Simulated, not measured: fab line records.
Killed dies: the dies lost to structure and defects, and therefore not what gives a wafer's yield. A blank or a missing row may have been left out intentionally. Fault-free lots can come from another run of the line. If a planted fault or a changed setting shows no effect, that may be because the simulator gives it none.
Matching of chambers ; flow n5_finfet ; N5_BEOL_M10_DEP_56 on pecvd-04 has 3 sister chambers
The step deposits SiCN from 3MS/NH3, target thk 15 nm, time 26.5 s. 22 wafers are shown with their chamber, then 11 later ones without.

== EACH WAFER AND ITS CHAMBER ==
wafer;chamber;showerhead_vpp_V (V);throttle_valve_pct (%);showerhead_plenum_p_Torr (Torr)
L074.2;1;931;10.3;3.688
L074.3;2;798;9.1;3.675
L074.5;2;800;9.0;3.670
L081.1;0;837;9.1;3.644
L081.2;1;918;10.3;3.681
L081.3;2;809;8.8;3.668
L079.1;1;925;10.5;3.686
L079.4;2;797;9.1;3.664
L079.6;0;839;9.2;3.656
L082.2;0;842;9.1;3.657
L082.4;0;835;9.2;3.655
L082.6;1;925;10.2;3.683
L083.3;1;935;10.4;3.682
L083.5;1;924;10.2;3.686
L083.6;0;820;9.3;3.662
L084.3;1;939;9.9;3.691
L084.4;1;918;10.1;3.681
L084.5;2;807;8.7;3.652
L085.3;0;823;9.1;3.652
L085.5;0;835;9.1;3.656
L085.6;2;797;9.1;3.669
L092.1;1;932;10.1;3.683

SIGNATURES, as means of the wafers listed above
reading;chamber 0;chamber 1;chamber 2;scatter within a chamber
showerhead_vpp_V;833.00;927.44;801.33;7.17
throttle_valve_pct;9.157;10.222;8.967;0.153
showerhead_plenum_p_Torr;3.65457;3.68456;3.66633;0.00556
Rule: for a wafer and a chamber, the distance is found by dividing, reading by reading, the gap between the wafer's reading and the chamber's mean by the reading's scatter, squaring, summing and taking the root. If the next closest chamber is less than 2 further off than the closest, the wafer can't be placed; otherwise it belongs to the closest. How the scatter is found: for the shown wafers, subtract from each reading the mean of its chamber, square and add these, divide the total by (wafers less chambers), then take the root.

== WAFERS WHOSE CHAMBER IS MISSING ==
wafer;showerhead_vpp_V (V);throttle_valve_pct (%);showerhead_plenum_p_Torr (Torr)
L092.2;807;9.3;3.669
L092.3;824;9.2;3.658
L095.1;841;9.2;3.660
L095.2;934;9.9;3.671
L095.3;799;9.1;3.682
L094.2;921;10.1;3.683
L094.4;937;10.2;3.683
L094.5;801;9.1;3.671
L096.2;820;9.4;3.645
L096.3;918;10.3;3.671
L096.4;798;8.9;3.674

== EACH ONE'S CHAMBER ==
wafer;from the rows above;in truth
L092.2;2;2
L092.3;0;0
L095.1;0;0
L095.2;1;1
L095.3;2;2
L094.2;1;1
L094.4;1;1
L094.5;2;2
L096.2;0;0
L096.3;1;1
L096.4;2;2
Placed correctly: 11 of 11. From these rows, 0 cannot be placed. 0 placed wrongly.
